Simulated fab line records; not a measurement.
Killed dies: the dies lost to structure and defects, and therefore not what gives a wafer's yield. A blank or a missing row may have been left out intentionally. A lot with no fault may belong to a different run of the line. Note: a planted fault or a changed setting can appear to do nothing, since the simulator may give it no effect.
A struck lot beside a sound one :: flow n5Finfet :: 38 steps out of a route of 1938
Sound: the wafers L683.1, L683.2, L683.3. Struck: wafers L689.3, L689.6. The cause is given at the end.
At each step with rows: each side's tool, then ch and its chambers, then its first start. Under that, the readings that differ: sound wafers :: struck wafers :: difference of the means :: sigmas: that difference in standard deviations of wafers without a fault.
alike: words and numbers the same on both sides, and readings whose means are apart by under 2 such deviations; not compared: readings that were withheld, readings missing a value for some wafer, numbers with overlapping values and no deviation given by the record, and bounds like >300 which may hide the same value.
Wherever a step has rows on one side only, a row that says differs or no value, or a row with sigmas, the two part there. Non-overlapping numbers with no deviation appear without sigmas and do not part them. A reading that every wafer of one side lacks parts them only if that side has two wafers or more.

first, 9 steps without rows for these wafers: N5_MOL_CONTACT_COAG_SRD_128 (dry time 32 s); N5_MOL_CONTACT_COAG_CMP_52 (polishes, stops on SiO2, t overpolish 1.5 s, target thk 66.5 nm); N5_MOL_CONTACT_COAG_ANNEAL_112 (time 1800 s); N5_BEOL_M0_SAQP_PECVD_00 (deposits SiCN from 3MS/NH3, target thk 8 nm, time 14 s); N5_BEOL_M0_SAQP_ILD_DEP_01 (deposits SiOC from DEMS/O2, target thk 45.419 nm, time 8.7 s); N5_BEOL_M0_SAQP_HM_DEP_02 (deposits TiN, target thk 12 nm); N5_BEOL_M0_SAQP_PECVD_03 (deposits SiCN from 3MS/NH3, target thk 12 nm, time 21.1 s); N5_BEOL_M0_SAQP_PECVD_96 (deposits a-Si from SiH4/He, target thk 45 nm, time 45.2 s); N5_BEOL_M0_SAQP_PECVD_97 (deposits SiNx from SiH4/NH3/N2, target thk 23 nm, time 19.9 s).
N5_BEOL_M0_SAQP_PECVD_04: deposits a-Si from SiH4/He, target thk 60 nm, time 60.2 s.
  sound on pecvd-03 ch 0,1,2, day 6 15:43; struck on pecvd-03 ch 0,1, day 8 03:25
reading: susceptorTempC (C)
sound: 349.66 349.93 350.08
struck: 350.35 350.43
difference: +0.50
sigmas: +2

reading: model.a-Si_of_BEOL_M0_SAQP_PECVD_04.thkNm (nm)
sound: 59 60.6 59.4
struck: 99.2 102
difference: +40.9
sigmas: 
  alike: heaterPowerOuterW, heaterPowerW, showerheadPlenumPTorr, throttleValvePct
N5_BEOL_M0_SAQP_THK_MEAS_05:
  struck on filmMetro-01, day 8 03:31; sound on filmMetro-01, day 6 15:49
reading: thkNm (nm)
sound: 59.0 60.6 59.5
struck: 99.3 101.9
difference: +40.9
sigmas: +46
then, 15 steps without rows for these wafers: N5_BEOL_M0_SAQP_HM_DEP_111 (deposits SiO2 from SiH4/N2O, target thk 12 nm, time 7.2 s); N5_BEOL_M0_SAQP_COAT_81 (time 60 s, resist thk 100 nm); N5_BEOL_M0_SAQP_COAT_82 (time 60 s, resist thk 30 nm); N5_BEOL_M0_SAQP_COAT_08 (resist thk 90 nm); N5_BEOL_M0_SAQP_EBR_10; N5_BEOL_M0_SAQP_SOFTBAKE_09 (time 60 s); N5_BEOL_M0_SAQP_EXPOSE_11 (exposes mask M0 CORE, target cd 42 nm); N5_BEOL_M0_SAQP_PEB_12 (peb time 60 s); N5_BEOL_M0_SAQP_DEVELOP_13 (develop time 30 s); N5_BEOL_M0_SAQP_DESCUM_19 (chemistry O2, time 7.9 s); N5_BEOL_M0_SAQP_ETCH_83 (etches SiARC in CF4, target depth 39 nm, time 65 s); N5_BEOL_M0_SAQP_ETCH_84 (etches SOC in N2/H2, target depth 100 nm, overetch 20 nm, time 150 s); N5_BEOL_M0_SAQP_STRIP_80 (strips in N2/H2); N5_BEOL_M0_SAQP_HM_OPEN_112 (chemistry CHF3/O2, target SiO2, stops on a-Si, target depth 12 nm, time 13.5 s); N5_BEOL_M0_SAQP_STRIP_113 (strips in CHF3/O2).
N5_BEOL_M0_SAQP_MANDREL_ETCH_20: etches a-Si in HBr/Cl2, stops on SiNx, target depth 60 nm, bt time 10 s, time 30 s.
  sound on rieSi-01 ch 0,1,2, day 6 16:32; struck on rieSi-05 ch 1, day 8 04:23
reading: oesProductAu (a.u.)
sound: 0.746 0.777 0.759
struck: 0.988 0.971
difference: +0.219
sigmas: +15

reading: throttleValvePct (%)
sound: 35.5 35.1 35.9
struck: 34.2 34.2
difference: -1.3
sigmas: -3

reading: model.etch.depthNm (nm)
sound: 58.96 60.62 59.44
struck: 87.75 87.15
difference: +27.78
sigmas: 
  alike: drypumpMotorCurrentA
  not compared: rfHoursCounterH
then, 5 steps without rows for these wafers: N5_BEOL_M0_SAQP_STRIP_86 (strips in N2/H2); N5_BEOL_M0_SAQP_STRIP_115 (strips in post etch residue remover, time 60 s); N5_BEOL_M0_SAQP_SRD_93 (time 30 s); N5_BEOL_M0_SAQP_RECESS_114 (chemistry HF/NH3, target SiO2, target depth 14.4 nm, afs cycles 3, sublimation time 60 s); N5_BEOL_M0_SAQP_SPACER1_ALD_98 (deposits SiO2, target thk 12.8 nm, pulse time 1 s, purge time 2 s).
N5_BEOL_M0_SAQP_SPACER1_ETCHBACK_99: etches SiO2 in CHF3/O2, target depth 15.4 nm, time 7.7 s.
  sound on rieDiel-01 ch 0,1,3, day 6 18:15; struck on rieDiel-06 ch 2, day 8 05:28
reading: oesProductAu (a.u.)
sound: 0.67 0.93 0.74
struck: 0.27 0.27
difference: -0.51
sigmas: -6

reading: model.a-Si_of_BEOL_M0_SAQP_PECVD_04.thkNm (nm)
sound: 58.4 60 58.8
struck: 98.6 101.4
difference: +40.9
sigmas: 
  alike: CHF3_flow_sccm, drypumpMotorCurrentA, oes_o_777_au, rfVppV, showerheadPlenumPTorr, throttleValvePct
  not compared: rfHoursCounterH
then, 2 steps without rows for these wafers: N5_BEOL_M0_SAQP_MANDREL1_REMOVE_100 (chemistry HBr/Cl2/O2, target a-Si, stops on SiNx, bt time 10 s); N5_BEOL_M0_SAQP_ETCH_101 (etches SiNx in CH3F/O2, target depth 29.9 nm, time 42.7 s).
N5_BEOL_M0_SAQP_INSPECT_42: inspects for defects (brightfield).
  struck on defectInspect-02, day 8 08:02; sound on defectInspect-02, day 6 20:46
reading: rawDefectCount
sound: 343 372 314
struck: 1977 2020
difference: +1656
sigmas: +23
N5_BEOL_M4_RC_MEAS_101:
  the record has rows for the sound wafers here (prober-02 ch 0, day 9 03:44) and none for the struck ones
-- the record jumps here: 6 days lie between the struck wafers' starts before and after (it left off in module BEOL_M4 and takes up again in module PASSIVATION, whose first step shown is number 1936 of the route) --
N5_PASSIVATION_PROBE_49:
  struck on prober-02, day 14 19:58; sound on prober-01, day 13 04:16
reading: defectLimitedYield (%)
sound: 93.6 93.4 92.6
struck: 0 0
difference: -93
sigmas: -67

reading: killed_at_M0_to_M3
sound: 18 26 21
struck: 1123 1125
difference: +1102
sigmas: +99 or more

reading: killedDies
sound: 75 78 87
struck: 1180 1180
difference: +1100
sigmas: +65

reading: killedOnRim
sound: 12 15 7
struck: 152 152
difference: +141
sigmas: +33

reading: sort_bin_5_function (%)
sound: 4.2 4.2 4.2
struck: 96.1 97.2
difference: +92.5
sigmas: +99 or more

reading: sortNPass
sound: 1105 1102 1093
struck: 0 0
difference: -1100
sigmas: -27

reading: sortYieldPct (%)
sound: 94 93 93
struck: 0 0
difference: -93
sigmas: -27
  alike: killed_at_M4_up, killedAtContacts, killedAtFrontEnd, killedAtOther, killedOpen, killedShort, sort_bin_6_memory

== WHERE THEY PART ==
Earliest at N5_BEOL_M0_SAQP_PECVD_04; latest, in this record, at N5_PASSIVATION_PROBE_49.

WHY: what had been put in by the simulator
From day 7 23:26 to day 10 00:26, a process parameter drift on pecvd-03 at N5_BEOL_M0_SAQP_PECVD_04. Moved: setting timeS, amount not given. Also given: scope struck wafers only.
